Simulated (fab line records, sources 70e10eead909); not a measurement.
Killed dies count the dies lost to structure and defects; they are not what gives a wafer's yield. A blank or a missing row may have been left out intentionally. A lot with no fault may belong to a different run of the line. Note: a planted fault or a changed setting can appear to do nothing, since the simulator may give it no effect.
A lot that was struck, set against a sound lot :: flow nandHarc :: 14 out of 1159 route steps
Sound: these wafers, L713.1, L713.4, L713.5. Wafers L718.1, L718.2, L718.6 were the ones struck. The cause is given at the end.
Order at every step that has rows: each side's tool, ch and its chambers, its first start. Under that, the readings that differ: sound wafers :: struck wafers :: difference of the means :: sigmas: that difference in standard deviations of wafers without a fault.
alike: readings with means less than 2 such deviations apart, plus words and numbers identical on both sides. not compared: withheld readings, readings lacking a value on some wafer, bounds such as >300 that could conceal the same value, and numbers that have no deviation in the record and whose values overlap.
Wherever a step has rows on one side only, a row that says differs or no value, or a row with sigmas, the two part there. When numbers do not overlap yet have no deviation, they are printed without sigmas and do not part them. A reading missing from all wafers of one side parts the sides only when that side holds two or more wafers.

first, 7 steps without rows for these wafers: NHARC_A_CONTACT_COAT_35 (time 65 s); NHARC_A_CONTACT_COAT_36 (resist thk 90 nm); NHARC_A_CONTACT_SOFTBAKE_37 (time 55 s); NHARC_A_CONTACT_EBR_38; NHARC_A_CONTACT_EXPOSE_39 (exposes mask A CC 3); NHARC_A_CONTACT_PEB_40 (peb time 65 s); NHARC_A_CONTACT_DEVELOP_41 (develop time 35 s).
NHARC_A_CONTACT_CD_MEAS_42: target cd 200 nm.
  sound on cdSem-03 ch 0, day 19 07:31; struck on cdSem-02 ch 0, day 19 20:46
  alike: cdNm
NHARC_A_CONTACT_OVL_MEAS_43:
  sound on overlay-02, day 19 07:37; struck on overlay-01, day 19 20:51
  alike: overlayXNm, overlayYNm
NHARC_A_CONTACT_INSPECT_44:
  sound on defectInspect-01, day 19 07:39; struck on defectInspect-01, day 19 20:53
reading: rawDefectCount
sound: 12 11 12
struck: 47 34 37
difference: +28
sigmas: +2
NHARC_A_CONTACT_DESCUM_47: chemistry O2, time 3 s.
  sound on rieDiel-06 ch 0,1,3, day 19 07:47; struck on rieDiel-06 ch 0,3, day 19 20:57
  alike: drypumpMotorCurrentA, oesProductAu, rfVppV, showerheadPlenumPTorr, throttleValvePct
  not compared: rfHoursCounterH
NHARC_A_CONTACT_ETCH_48: etches the open film in CF4, target depth 39 nm, time 65 s.
  sound on rieDiel-06 ch 0,2,3, day 19 07:52; struck on rieDiel-06 ch 0,3, day 19 21:05
  alike: biasW, cf4FlowSccm, drypumpMotorCurrentA, oesProductAu, rfVppV, showerheadPlenumPTorr, throttleValvePct
  not compared: rfHoursCounterH
NHARC_A_CONTACT_ETCH_49: etches the open film in N2/H2, target depth 260 nm, time 475.3 s.
  sound on rieDiel-06 ch 0,1,3, day 19 07:57; struck on rieDiel-06 ch 1,3, day 19 21:11
  no value came back on the struck wafers for any of 7 readings (biasW (W), chamberPressureMTorr (mTorr) and others); on the sound wafers biasW (W) reads 149.4 149.3 149.3
  not compared: rfHoursCounterH
NHARC_A_CONTACT_ETCH_50: etches the open film in CF4/CHF3, target depth 84.7 nm, time 42.4 s.
  sound: rieDiel-06 ch 1,2,3; struck: rieDiel-06 ch 0,3
  alike: biasW, cf4FlowSccm, drypumpMotorCurrentA, oesProductAu, rfVppV, showerheadPlenumPTorr, throttleValvePct
  not compared: rfHoursCounterH

== WHERE THEY PART ==
Earliest at NHARC_A_CONTACT_INSPECT_44; latest, in this record, at NHARC_A_CONTACT_ETCH_49. Later steps at which nothing parts them and some readings are alike: NHARC_A_CONTACT_ETCH_50.

WHY: whatever the simulator had introduced
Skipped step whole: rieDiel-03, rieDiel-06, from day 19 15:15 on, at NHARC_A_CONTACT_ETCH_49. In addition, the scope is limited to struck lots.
